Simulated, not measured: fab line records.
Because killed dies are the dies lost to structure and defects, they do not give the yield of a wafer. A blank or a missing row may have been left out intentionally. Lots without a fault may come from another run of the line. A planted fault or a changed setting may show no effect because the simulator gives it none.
Which tool was responsible?	flow nandHarc	Sampling: 24 lots, 72 wafers, 6 of 1302 route steps

== WHAT THE GAUGES READ, wafer by wafer ==
No reading from a measuring or inspecting step in the record can be judged against a usual standard deviation.

== EACH LOT AND THE TOOL THAT RAN IT (in order: tool; ch and the chambers of the sampled wafers; start) ==
lot	NHARC_A_WL_FILL_CMP_12	NHARC_A_CONTACT_DEP_24	NHARC_A_CONTACT_DEP_28	NHARC_A_CONTACT_DESCUM_47	NHARC_A_CONTACT_ETCH_116	NHARC_A_CONTACT_ETCH_102
L074	cmp-03 ch 0,2, day 21 04:13	pecvd-01 ch 0,2, day 21 04:45	aclDep-02 ch 0, day 21 08:01	rieDiel-10 ch 0,2, day 21 13:12	harCapEtch-01 ch 0,1, day 21 15:54	rieDiel-02 ch 0,1,3, day 21 18:35
L075	cmp-02 ch 0,1,2, day 21 18:55	pecvd-04 ch 1,2, day 21 19:25	aclDep-01 ch 0, day 22 00:46	rieDiel-10 ch 1,2,3, day 22 05:59	harCapEtch-03 ch 1, day 22 08:59	rieDiel-10 ch 0,1, day 22 11:40
L076	cmp-02 ch 1,2, day 21 21:58	pecvd-04 ch 0,2, day 21 22:38	aclDep-02 ch 0, day 22 02:43	rieDiel-03 ch 1,2,3, day 22 07:05	harCapEtch-02 ch 0, day 22 09:55	rieDiel-10 ch 0,3, day 22 12:38
L077	cmp-02 ch 0,3, day 22 00:54	pecvd-04 ch 1,2, day 22 01:27	aclDep-03 ch 0, day 22 05:25	rieDiel-02 ch 0,1,3, day 22 10:33	harCapEtch-03 ch 0,1, day 22 13:17	rieDiel-03 ch 0,3, day 22 15:56
L078	cmp-03 ch 0,2,3, day 22 13:59	pecvd-01 ch 1,2, day 22 14:32	aclDep-02 ch 0, day 22 15:34	rieDiel-02 ch 2,3, day 22 20:43	harCapEtch-03 ch 0,1, day 22 23:59	rieDiel-10 ch 0,1,2, day 23 02:43
L080	cmp-03 ch 0,1,2, day 23 08:18	pecvd-04 ch 1,2, day 23 08:54	aclDep-03 ch 0, day 23 09:43	rieDiel-02 ch 1,3, day 23 14:56	harCapEtch-01 ch 0,1, day 23 17:38	rieDiel-10 ch 1,2,3, day 23 20:23
L079	cmp-02 ch 0,2, day 23 08:26	pecvd-01 ch 0,1,2, day 23 08:58	aclDep-02 ch 0, day 23 10:09	rieDiel-03 ch 0,1,2, day 23 15:16	harCapEtch-03 ch 0,1, day 23 18:05	rieDiel-03 ch 0,1,2, day 23 20:46
L081	cmp-01 ch 1,2,3, day 24 00:25	pecvd-04 ch 1,2, day 24 01:06	aclDep-02 ch 0, day 24 03:00	rieDiel-03 ch 1,2,3, day 24 06:51	harCapEtch-03 ch 0,1, day 24 09:37	rieDiel-02 ch 0,2, day 24 12:28
L082	cmp-02 ch 2,3, day 25 04:59	pecvd-04 ch 0,2, day 25 05:34	aclDep-02 ch 0, day 25 06:52	rieDiel-02 ch 0,1, day 25 11:14	harCapEtch-01 ch 0,1, day 25 13:56	rieDiel-02 ch 1,2,3, day 25 16:36
L085	cmp-02 ch 0,1,3, day 25 18:39	pecvd-01 ch 0,1, day 25 19:11	aclDep-01 ch 0, day 25 20:24	rieDiel-02 ch 0,3, day 26 01:31	harCapEtch-02 ch 0,1, day 26 04:14	rieDiel-02 ch 0,2,3, day 26 06:55
L083	cmp-03 ch 0,2,3, day 25 18:41	pecvd-04 ch 0,1,2, day 25 19:15	aclDep-02 ch 0, day 25 20:31	rieDiel-02 ch 0,1,3, day 26 01:58	harCapEtch-01 ch 0,1, day 26 05:32	rieDiel-10 ch 1,2,3, day 26 08:21
L086	cmp-02 ch 0,1,2, day 25 21:52	pecvd-04 ch 0,1, day 25 22:23	aclDep-03 ch 0, day 25 23:37	rieDiel-02 ch 1,2, day 26 04:43	harCapEtch-03 ch 0,1, day 26 07:25	rieDiel-03 ch 0,3, day 26 10:08
L084	cmp-03 ch 0,1, day 26 04:53	pecvd-04 ch 0,1,2, day 26 05:29	aclDep-03 ch 0, day 26 08:08	rieDiel-02 ch 0,2, day 26 12:38	harCapEtch-01 ch 0,1, day 26 15:22	rieDiel-10 ch 1,2, day 26 18:04
L087	cmp-02 ch 0,2,3, day 26 04:58	pecvd-01 ch 0,2, day 26 05:36	aclDep-01 ch 0, day 26 08:54	rieDiel-03 ch 2,3, day 26 13:53	harCapEtch-03 ch 0,1, day 26 16:37	rieDiel-10 ch 2,3, day 26 19:19
L088	cmp-03 ch 1,2,3, day 27 03:35	pecvd-01 ch 0,1,2, day 27 04:07	aclDep-01 ch 0, day 27 09:44	rieDiel-02 ch 1,2,3, day 27 14:06	harCapEtch-01 ch 0,1, day 27 17:01	rieDiel-10 ch 1,2, day 27 19:43
L091	cmp-01 ch 0,1,3, day 27 19:16	pecvd-01 ch 0,1, day 27 19:49	aclDep-03 ch 0, day 27 22:19	rieDiel-02 ch 0,3, day 28 03:36	harCapEtch-02 ch 0,1, day 28 07:04	rieDiel-10 ch 1,2, day 28 09:47
L090	cmp-03 ch 0,1,3, day 28 07:10	pecvd-01 ch 0,2, day 28 07:38	aclDep-01 ch 0, day 28 08:58	rieDiel-02 ch 0,1, day 28 13:27	harCapEtch-03 ch 0,1, day 28 16:09	rieDiel-03 ch 2,3, day 28 18:50
L089	cmp-01 ch 2,3, day 28 07:16	pecvd-02 ch 0,2, day 28 07:52	aclDep-02 ch 0, day 28 09:07	rieDiel-10 ch 0,3, day 28 13:40	harCapEtch-02 ch 0,1, day 28 16:41	rieDiel-03 ch 1,2,3, day 28 19:55
L092	cmp-02 ch 0,1, day 28 11:24	pecvd-01 ch 0,1,2, day 28 11:58	aclDep-02 ch 0, day 28 12:44	rieDiel-02 ch 0,1,2, day 28 18:18	harCapEtch-03 ch 0,1, day 28 20:59	rieDiel-02 ch 0,1,3, day 28 23:41
L093	cmp-02 ch 1,2,3, day 29 03:21	pecvd-04 ch 0,1,2, day 29 03:52	aclDep-02 ch 0, day 29 06:55	rieDiel-10 ch 0,1,3, day 29 12:03	harCapEtch-03 ch 0,1, day 29 14:45	rieDiel-03 ch 0,1,2, day 29 17:28
L094	cmp-02 ch 2,3, day 29 08:44	pecvd-02 ch 0, day 29 09:17	aclDep-03 ch 0, day 29 12:02	rieDiel-02 ch 0,1, day 29 16:30	harCapEtch-02 ch 0, day 29 19:11	rieDiel-02 ch 0,3, day 29 21:53
L096	cmp-03 ch 0,1, day 30 06:28	pecvd-01 ch 0,1, day 30 07:05	aclDep-03 ch 0, day 30 07:47	rieDiel-02 ch 0,1,3, day 30 13:02	harCapEtch-03 ch 0,1, day 30 15:46	rieDiel-02 ch 0,1,3, day 30 18:32
L095	cmp-01 ch 0,1,2, day 30 06:31	pecvd-04 ch 0,1,2, day 30 06:59	aclDep-01 ch 0, day 30 09:01	rieDiel-03 ch 1,2,3, day 30 12:47	harCapEtch-02 ch 0,1, day 30 15:35	rieDiel-03 ch 0,2,3, day 30 18:15
L097	cmp-03 ch 0,1, day 30 19:16	pecvd-01 ch 1,2, day 30 19:53	aclDep-03 ch 0, day 30 20:25	rieDiel-02 ch 1,2,3, day 31 01:27	harCapEtch-03 ch 0,1, day 31 04:09	rieDiel-10 ch 0,2,3, day 31 06:51
- NHARC_A_WL_FILL_CMP_12: polishes, t overpolish 30 s, target thk 100 nm.
- NHARC_A_CONTACT_DEP_24: deposits SiO2, target thk 500 nm.
- NHARC_A_CONTACT_DEP_28: deposits aC, target thk 7000 nm.
- NHARC_A_CONTACT_DESCUM_47: chemistry O2, time 3 s.
- NHARC_A_CONTACT_ETCH_116: etches the open film in C4F8/O2/Ar, time 190 s, target depth 1850 nm.
- NHARC_A_CONTACT_ETCH_102: etches the open film in CF4/O2, target depth 100 nm, overetch 10 nm, time 55 s.

== WHAT THE TOOLS THEMSELVES READ (means of the sampled wafers that have a number; where no wafer has one, the mark that the record gives instead) ==
NHARC_A_WL_FILL_CMP_12. Usual: motorCurrentA 11.8 A, standard deviation 0.91; overpolishRunS 30.000 s, standard deviation 0.008; timeToEndpointS 20.4 s, standard deviation 2.4.
lot	tool	motorCurrentA (A)	overpolishRunS (s)	timeToEndpointS (s)	flag
L074	cmp-03	10.7	30.000	22.2	
L075	cmp-02	11.5	30.007	22.8	
L076	cmp-02	11.7	29.993	20.5	
L077	cmp-02	11.1	29.990	23.1	
L078	cmp-03	11.6	29.996	21.2	
L080	cmp-03	11.8	30.007	21.7	
L079	cmp-02	11.0	30.002	22.1	
L081	cmp-01	12.0	29.999	16.9	
L082	cmp-02	11.4	29.990	21.6	
L085	cmp-02	11.8	30.004	19.9	
L083	cmp-03	11.7	29.998	17.6	
L086	cmp-02	11.5	30.001	22.0	
L084	cmp-03	12.7	30.002	15.6	
L087	cmp-02	11.3	29.996	22.5	
L088	cmp-03	12.3	29.997	19.3	
L091	cmp-01	11.9	30.003	20.8	
L090	cmp-03	12.6	30.006	19.0	
L089	cmp-01	12.6	30.005	19.2	
L092	cmp-02	12.9	30.003	21.3	
L093	cmp-02	11.7	29.995	20.9	
L094	cmp-02	11.2	29.999	19.5	
L096	cmp-03	13.0	30.004	22.3	
L095	cmp-01	12.0	30.002	16.0	
L097	cmp-03	12.0	29.986	18.5	

NHARC_A_CONTACT_DEP_24. Usual: chamberPressureTorr 6.499 Torr, standard deviation 0.014; heaterPowerOuterW 327 W, standard deviation 69; heaterPowerW 609 W, standard deviation 110; throttleValvePct 16.2 %, standard deviation 0.53.
lot	tool	chamberPressureTorr (Torr)	heaterPowerOuterW (W)	heaterPowerW (W)	throttleValvePct (%)	flag
L074	pecvd-01	6.508	346	643	16.8	
L075	pecvd-04	6.484	260	529	15.9	
L076	pecvd-04	6.507	362	632	15.6	
L077	pecvd-04	6.507	247	519	15.8	
L078	pecvd-01	6.493	389	692	16.7	
L080	pecvd-04	6.497	317	580	15.6	
L079	pecvd-01	6.494	367	652	16.4	
L081	pecvd-04	6.479	300	559	15.6	
L082	pecvd-04	6.483	322	584	15.6	
L085	pecvd-01	6.509	393	717	16.8	
L083	pecvd-04	6.498	310	591	16.0	
L086	pecvd-04	6.483	304	599	16.2	
L084	pecvd-04	6.506	296	573	16.1	
L087	pecvd-01	6.508	312	589	16.3	
L088	pecvd-01	6.500	358	640	16.6	
L091	pecvd-01	6.493	396	724	16.8	
L090	pecvd-01	6.502	326	606	16.6	
L089	pecvd-02	6.508	287	559	16.1	
L092	pecvd-01	6.513	325	590	16.4	
L093	pecvd-04	6.491	296	561	15.9	
L094	pecvd-02	6.512	243	526	16.0	
L096	pecvd-01	6.489	384	730	16.6	
L095	pecvd-04	6.504	286	550	15.9	
L097	pecvd-01	6.502	402	694	16.5	

NHARC_A_CONTACT_DEP_28. Usual: throttleValvePct 34.999 %, standard deviation 0.0087.
lot	tool	throttleValvePct (%)	flag
L074	aclDep-02	35.005	
L075	aclDep-01	34.999	
L076	aclDep-02	34.993	
L077	aclDep-03	34.997	
L078	aclDep-02	35.005	
L080	aclDep-03	35.002	
L079	aclDep-02	35.000	
L081	aclDep-02	34.989	
L082	aclDep-02	35.001	
L085	aclDep-01	35.006	
L083	aclDep-02	34.996	
L086	aclDep-03	35.001	
L084	aclDep-03	34.993	
L087	aclDep-01	34.994	
L088	aclDep-01	34.997	
L091	aclDep-03	35.006	
L090	aclDep-01	35.002	
L089	aclDep-02	35.000	
L092	aclDep-02	35.003	
L093	aclDep-02	34.998	
L094	aclDep-03	35.000	
L096	aclDep-03	35.009	
L095	aclDep-01	34.997	
L097	aclDep-03	34.993	

NHARC_A_CONTACT_DESCUM_47. Usual: drypumpMotorCurrentA 5.7 A, standard deviation 0.42; oesProductAu 0.995 a.u., standard deviation 0.0083; rfVppV 57.8 V, standard deviation 0.92; showerheadPlenumPTorr 1.90 Torr, standard deviation 0.092; throttleValvePct 11.311 %, standard deviation 0.0087.
lot	tool	drypumpMotorCurrentA (A)	oesProductAu (a.u.)	rfVppV (V)	showerheadPlenumPTorr (Torr)	throttleValvePct (%)	flag
L074	rieDiel-10	5.2	0.990	57.7	1.88	11.310	
L075	rieDiel-10	5.5	1.000	57.5	1.92	11.319	
L076	rieDiel-03	5.9	0.992	57.4	1.92	11.317	
L077	rieDiel-02	6.0	1.001	58.1	1.89	11.316	
L078	rieDiel-02	5.4	0.995	58.3	1.88	11.309	
L080	rieDiel-02	6.2	0.995	58.0	1.96	11.313	
L079	rieDiel-03	5.8	0.990	57.7	1.95	11.303	
L081	rieDiel-03	5.8	0.994	58.0	1.92	11.307	
L082	rieDiel-02	6.0	0.986	57.4	1.86	11.302	
L085	rieDiel-02	6.0	0.988	57.6	1.83	11.317	
L083	rieDiel-02	6.0	0.989	58.2	1.88	11.306	
L086	rieDiel-02	5.5	0.994	57.9	1.94	11.310	
L084	rieDiel-02	5.3	0.996	57.1	1.86	11.314	
L087	rieDiel-03	5.7	1.000	58.4	2.00	11.317	
L088	rieDiel-02	5.8	0.992	58.3	1.92	11.308	
L091	rieDiel-02	6.0	0.998	58.5	1.83	11.307	
L090	rieDiel-02	6.0	0.999	57.6	1.86	11.313	
L089	rieDiel-10	5.3	1.008	56.9	1.91	11.313	
L092	rieDiel-02	5.7	0.992	57.7	1.90	11.310	
L093	rieDiel-10	5.6	1.010	58.6	1.89	11.315	
L094	rieDiel-02	5.9	0.999	57.8	1.86	11.320	
L096	rieDiel-02	6.0	0.988	58.1	1.88	11.307	
L095	rieDiel-03	5.9	0.995	58.4	2.00	11.315	
L097	rieDiel-02	5.8	0.989	57.5	1.91	11.318	

NHARC_A_CONTACT_ETCH_102. Usual: drypumpMotorCurrentA 5.7 A, standard deviation 0.41; oesProductAu 0.997 a.u., standard deviation 0.0096; rfVppV 197.8 V, standard deviation 1.5; showerheadPlenumPTorr 1.34 Torr, standard deviation 0.069; throttleValvePct 13.399 %, standard deviation 0.0082.
lot	tool	drypumpMotorCurrentA (A)	oesProductAu (a.u.)	rfVppV (V)	showerheadPlenumPTorr (Torr)	throttleValvePct (%)	flag
L074	rieDiel-02	6.0	1.005	197.5	1.32	13.397	
L075	rieDiel-10	5.5	1.006	196.4	1.28	13.402	
L076	rieDiel-10	5.3	1.007	197.5	1.34	13.405	
L077	rieDiel-03	5.6	1.001	198.1	1.35	13.395	
L078	rieDiel-10	5.4	0.994	196.6	1.29	13.400	
L080	rieDiel-10	5.5	0.987	197.1	1.34	13.406	
L079	rieDiel-03	5.8	0.999	198.1	1.36	13.414	
L081	rieDiel-02	5.3	1.001	197.1	1.30	13.394	
L082	rieDiel-02	5.8	0.991	197.3	1.34	13.398	
L085	rieDiel-02	5.7	0.994	197.5	1.29	13.402	
L083	rieDiel-10	5.5	0.996	196.8	1.33	13.404	
L086	rieDiel-03	5.5	1.006	198.1	1.37	13.403	
L084	rieDiel-10	5.7	0.999	195.8	1.27	13.407	
L087	rieDiel-10	5.2	1.002	198.2	1.36	13.399	
L088	rieDiel-10	5.4	0.994	196.6	1.29	13.396	
L091	rieDiel-10	5.4	0.993	197.1	1.29	13.396	
L090	rieDiel-03	5.6	0.981	197.8	1.36	13.399	
L089	rieDiel-03	5.9	0.989	199.6	1.40	13.396	
L092	rieDiel-02	6.0	0.997	197.4	1.31	13.392	
L093	rieDiel-03	5.8	0.990	200.0	1.42	13.393	
L094	rieDiel-02	6.0	0.994	197.3	1.28	13.397	
L096	rieDiel-02	6.0	0.991	197.5	1.31	13.391	
L095	rieDiel-03	5.6	1.005	197.7	1.38	13.399	
L097	rieDiel-10	5.3	1.002	198.3	1.34	13.391	

== THE ANSWER, worked out from the rows above alone ==
Rule: take the mean of a lot's wafers that have a number; if it is more than 3 standard deviations from the usual mean, the lot is off. A lot without any number at a reading at which 4 lots or more have one is off too. Any other lot the step has rows for is counted as sound. The gauges are gone through in route order, then the tools' own readings, and for those a lot's mean is taken as printed above. The first step at which some lot is off is used, and at that step the reading that is off furthest; a lot without a number counts as furthest.
Across all readings shown, no lot is off: no conclusion can be drawn from this.

== WHAT THE SIMULATOR HAD PUT IN ==
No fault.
